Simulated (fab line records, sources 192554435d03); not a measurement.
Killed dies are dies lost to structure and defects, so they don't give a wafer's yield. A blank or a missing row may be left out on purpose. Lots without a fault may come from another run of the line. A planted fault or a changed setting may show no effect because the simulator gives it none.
Which tool did it? | flow n5_finfet | 6 lots, 17 wafers sampled, at 1 step of a route of 1938

WHAT THE GAUGES READ, wafer by wafer
N5_BEOL_M4_OCD_MEAS_38.
lot  | measured     | on     | trench_depth_nm (nm)
L890 | day 14 00:11 | ocd-02 | 55.0 55.1 54.5
L891 | day 15 12:41 | ocd-01 | 53.1 53.3 56.1
L888 | day 16 07:05 | ocd-01 | 55.9 57.1 54.1
L894 | day 17 03:04 | ocd-01 | 56.9 56.9 53.8
L903 | day 17 09:10 | ocd-02 | 56.4 56.2 57.2
L905 | day 18 21:52 | ocd-02 | 53.9 57.4

WHICH TOOL RAN EACH LOT (tool, then ch and the chambers of the sampled wafers, then the start)
The record holds no process step before these readings.

THE ANSWER, worked out from the rows above alone
Rule: what is usual is taken from the lots themselves. Put in order of their means at a reading, lots are off if they are a third of the lots or fewer, leave a main group of 4 or more, and stand apart from it by a gap of 3 or more times the standard deviation of the main group's means; of several such gaps the widest counts. A main group whose means are all the same, to the digits that the tables above print for the reading, isn't used. A lot without any number at a reading at which 4 lots or more have one is off too. The other lots that the step has rows for count as sound.
No lot is off at any reading shown: from this, nothing can be told.

WHAT THE SIMULATOR HAD PUT IN
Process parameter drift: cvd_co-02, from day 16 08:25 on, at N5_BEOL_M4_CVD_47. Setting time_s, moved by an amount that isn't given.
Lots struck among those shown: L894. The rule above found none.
